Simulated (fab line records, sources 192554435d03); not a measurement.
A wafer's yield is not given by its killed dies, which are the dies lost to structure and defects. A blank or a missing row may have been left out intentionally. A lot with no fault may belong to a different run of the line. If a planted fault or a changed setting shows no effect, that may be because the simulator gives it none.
Problem report in the 8D (eight disciplines) form, filled by code | flow n5-finfet | the parts of the form that need people (team, actions taken, sign-off) are left out

1. THE PROBLEM
Wafers without a fault read 100.00 C, standard deviation 0.13; susceptor-temp-C at N5_BEOL_M1_ALD_98 reads a mean of 93.18 C on 3 wafers belonging to 2 lots. That puts it -52 standard deviations away from the usual mean.
The step: deposits SiO2, target thk 2.5 nm, pulse time 1 s, co reactant pulse time 1 s.
The first sign was on wafer L386.3 at day 8 22:37, on ald-sin-02. Wafers with a number at this step in the record: 27, from 9 lots. By rule, "out" or "out of limits" means more than 4 standard deviations away from the usual mean. All remaining wafers that have a number are taken as sound.

2. WHAT IT IS; WHAT IT IS NOT
question                    | is                     | is not
which readings at this step | susceptor-temp-C       | heater-power-w, precursor-pulse-height-rel
which lots                  | L386, L388             | L377, L378, L382, L383, L394, L395, L399
which wafers of those lots  | L386.3, L386.5, L388.5 | L386.2, L388.1, L388.6
read on which tools         | ald-sin-02             | ald-sin-03, ald-sin-04
when                        | from day 8 22:37       | up to then (13 sound wafers); but 11 sound wafers of L388, L394, L395, L399 came after

3. THE SUSPECTS, EACH WITH WHAT RULES IT OUT
Counting: any tool at a process step up to the reading remains a suspect provided it ran every lot that is out. Sound lots after the first of them don't rule it out here, since some wafers of a struck lot are sound.
- ald-sin-02 at N5_BEOL_M1_ALD_98 (deposits SiO2, target thk 2.5 nm, pulse time 1 s, co reactant pulse time 1 s): kept. It ran every lot that is out, first L386 (day 8 22:37); its last sound lot up to then is L378 (day 6 22:33). Its own readings are out on those wafers: susceptor-temp-C.
- ald-sin-02, N5_BEOL_M1_ALD_98: wafers that are out in chamber 1, sound lot-mates in chambers 0, 2, 3.
Remaining after the count: ald-sin-02 at N5_BEOL_M1_ALD_98.

4. THE CAUSE (what the simulator had put in)
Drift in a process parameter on ald-sin-02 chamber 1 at N5_BEOL_M1_ALD_98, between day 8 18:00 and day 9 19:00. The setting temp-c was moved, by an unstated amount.
Only this tool survived the counting.

5. THE EFFECT CHAIN, in route order
Rows list readings where the struck wafers' mean (over those with a number) sits beyond 3 standard deviations from the usual. Only readings whose record carries a usual standard deviation are examined. hours: median over the lots of the time between each lot's start at the first step of this table that gives one and its start at this step. sigmas: the change, counted in usual standard deviations.
hours | step              | reading          | usual    | on struck wafers | change | sigmas
0     | N5_BEOL_M1_ALD_98 | susceptor-temp-C | 100.00 C | 93.18            | -6.82  | -52
Process steps it contains:
- N5_BEOL_M1_ALD_98: deposits SiO2, target thk 2.5 nm, pulse time 1 s, co reactant pulse time 1 s.
Later steps that measure or inspect, where all struck wafers having a row at the step show a number for every such reading and not one has moved that far: N5_BEOL_M4_RC_MEAS_101.

6. WHAT WOULD HAVE CAUGHT IT SOONER
In this record no reading fell out of limits until day 8 22:37, 5 hours after the fault had begun at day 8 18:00.
